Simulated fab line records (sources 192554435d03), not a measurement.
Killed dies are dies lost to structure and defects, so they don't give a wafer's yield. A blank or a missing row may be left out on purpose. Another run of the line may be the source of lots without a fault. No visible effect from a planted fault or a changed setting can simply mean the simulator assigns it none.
Matching of chambers + flow n5-finfet + 4 sister chambers for N5_BEOL_M14_STRIP_37 on rie-diel-05
The step strips in O2. 14 wafers are shown with their chamber, then 7 later ones without.

WAFERS WITH THEIR CHAMBER
| wafer  | chamber | showerhead-plenum-p-Torr (Torr) | throttle-valve-pct (%) | oes-product-au (a.u.) |
|--------|---------|---------------------------------|------------------------|-----------------------|
| L074.1 | 0       | 2.02                            | 16.66                  | 0.86                  |
| L074.2 | 1       | 2.22                            | 16.49                  | 0.73                  |
| L074.3 | 2       | 2.15                            | 16.30                  | 0.95                  |
| L076.3 | 0       | 2.02                            | 16.69                  | 0.84                  |
| L076.4 | 1       | 2.22                            | 16.56                  | 0.76                  |
| L076.5 | 0       | 2.02                            | 16.70                  | 0.84                  |
| L078.2 | 3       | 2.12                            | 16.87                  | 0.81                  |
| L078.4 | 0       | 2.02                            | 16.72                  | 0.84                  |
| L078.5 | 3       | 2.12                            | 16.86                  | 0.82                  |
| L083.1 | 1       | 2.22                            | 16.59                  | 0.73                  |
| L083.3 | 2       | 2.14                            | 16.34                  | 0.92                  |
| L083.4 | 0       | 2.02                            | 16.71                  | 0.83                  |
| L081.2 | 0       | 2.01                            | 16.68                  | 0.82                  |
| L081.3 | 1       | 2.22                            | 16.57                  | 0.74                  |

SIGNATURES (means of the wafers above)
| reading                  | chamber 0 | chamber 1 | chamber 2 | chamber 3 | scatter within a chamber |
|--------------------------|-----------|-----------|-----------|-----------|--------------------------|
| showerhead-plenum-p-Torr | 2.0183    | 2.2200    | 2.1450    | 2.1200    | 0.00365                  |
| throttle-valve-pct       | 16.6933   | 16.5525   | 16.3200   | 16.8650   | 0.0298                   |
| oes-product-au           | 0.8383    | 0.7400    | 0.9350    | 0.8150    | 0.0141                   |
Rule: for each reading, subtract the chamber's mean from the wafer's reading, divide by that reading's scatter and square the result; add these up over the readings and take the root, which gives the wafer's distance from the chamber. If the next closest chamber is less than 2 further off than the closest, the wafer can't be placed; otherwise it belongs to the closest. The scatter is the square root of a quotient: the sum, over the shown wafers, of each reading's squared deviation from its chamber's mean, divided by wafers minus chambers.

WAFERS WITHOUT THEIR CHAMBER
| wafer  | showerhead-plenum-p-Torr (Torr) | throttle-valve-pct (%) | oes-product-au (a.u.) |
|--------|---------------------------------|------------------------|-----------------------|
| L081.5 | 2.15                            | 16.36                  | 0.92                  |
| L084.1 | 2.14                            | 16.33                  | 0.90                  |
| L084.4 | 2.21                            | 16.60                  | 0.74                  |
| L084.6 | 2.14                            | 16.38                  | 0.91                  |
| L087.2 | 2.11                            | 16.91                  | 0.77                  |
| L087.3 | 2.01                            | 16.76                  | 0.80                  |
| L087.4 | 2.14                            | 16.40                  | 0.89                  |

WHICH CHAMBER EACH WENT THROUGH
| wafer  | from the rows above | in truth |
|--------|---------------------|----------|
| L081.5 | 2                   | 2        |
| L084.1 | 2                   | 2        |
| L084.4 | 1                   | 1        |
| L084.6 | 2                   | 2        |
| L087.2 | 3                   | 3        |
| L087.3 | 0                   | 0        |
| L087.4 | 2                   | 2        |
7 of 7 placed correctly. Number that these rows cannot place: 0. Wrongly placed: 0.
